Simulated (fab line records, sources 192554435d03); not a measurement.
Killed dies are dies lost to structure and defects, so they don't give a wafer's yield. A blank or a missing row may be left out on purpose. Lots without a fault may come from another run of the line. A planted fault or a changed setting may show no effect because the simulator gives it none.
One fault seen from 2 desks | flow n5_finfet | each desk has only its own numbers; what lay behind them comes last

THE DEFECT DESK
What the inspections along the route counted, lot by lot: means of the sampled wafers that have a number. A lot is out of limits, marked OUT, if its mean lies more than 4 standard deviations from the usual mean; the brackets give that distance.
Columns: A = raw_defect_count at N5_BEOL_M12_INSPECT_12, usual 2.0
lot  | first seen here | A
L978 | day 10 07:23    | 1.7
L979 | day 10 13:53    | 2.0
L983 | day 12 01:46    | 0.7
L985 | day 12 18:49    | 2.3
L986 | day 13 00:11    | 1.3
L989 | day 13 04:54    | 2.3
L999 | day 15 18:42    | 1.0
L998 | day 15 19:02    | 1.7
L997 | day 15 19:57    | 1.5
L100 | day 16 03:17    | 2.0
This desk's finding: nothing out of limits on any of the 10 lots.

THE TOOL OWNER'S DESK: rie_diel-04
The tool's own readings at N5_BEOL_M12_ETCH_59 (etches BARC in N2/H2, target depth 89 nm, overetch 26.7 nm, time 67.9 s): means of the sampled wafers that have a number, for each lot that ran on this tool. A lot is out of limits, marked OUT, if its mean lies more than 4 standard deviations from the usual mean; the brackets give that distance.
Columns: A = drypump_motor_current_A at N5_BEOL_M12_ETCH_59, usual 5.7 A; B = oes_product_au at N5_BEOL_M12_ETCH_59, usual 0.67 a.u.; C = rf_vpp_V at N5_BEOL_M12_ETCH_59, usual 524.0 V; D = showerhead_plenum_p_Torr at N5_BEOL_M12_ETCH_59, usual 2.54 Torr; E = throttle_valve_pct at N5_BEOL_M12_ETCH_59, usual 17.91 %
lot  | first seen here | A   | B    | C     | D    | E
L978 | day 10 07:31    | 5.7 | 0.61 | 524.5 | 2.52 | 18.00
L985 | day 12 18:54    | 5.9 | 0.61 | 520.8 | 2.45 | 17.85
L986 | day 13 00:16    | 5.8 | 0.61 | 520.6 | 2.45 | 17.88
L999 | day 15 18:46    | 5.5 | 0.56 | 523.0 | 2.51 | 18.14
L998 | day 15 19:24    | 5.7 | 0.63 | 523.8 | 2.51 | 17.97
L997 | day 15 20:01    | 5.8 | 0.65 | 522.7 | 2.51 | 17.88
This desk's finding: nothing out of limits on any of the 6 lots.

PUT TOGETHER
The defect desk saw nothing out of limits.
The tool owner's desk saw nothing out of limits.

WHAT THE SIMULATOR HAD PUT IN
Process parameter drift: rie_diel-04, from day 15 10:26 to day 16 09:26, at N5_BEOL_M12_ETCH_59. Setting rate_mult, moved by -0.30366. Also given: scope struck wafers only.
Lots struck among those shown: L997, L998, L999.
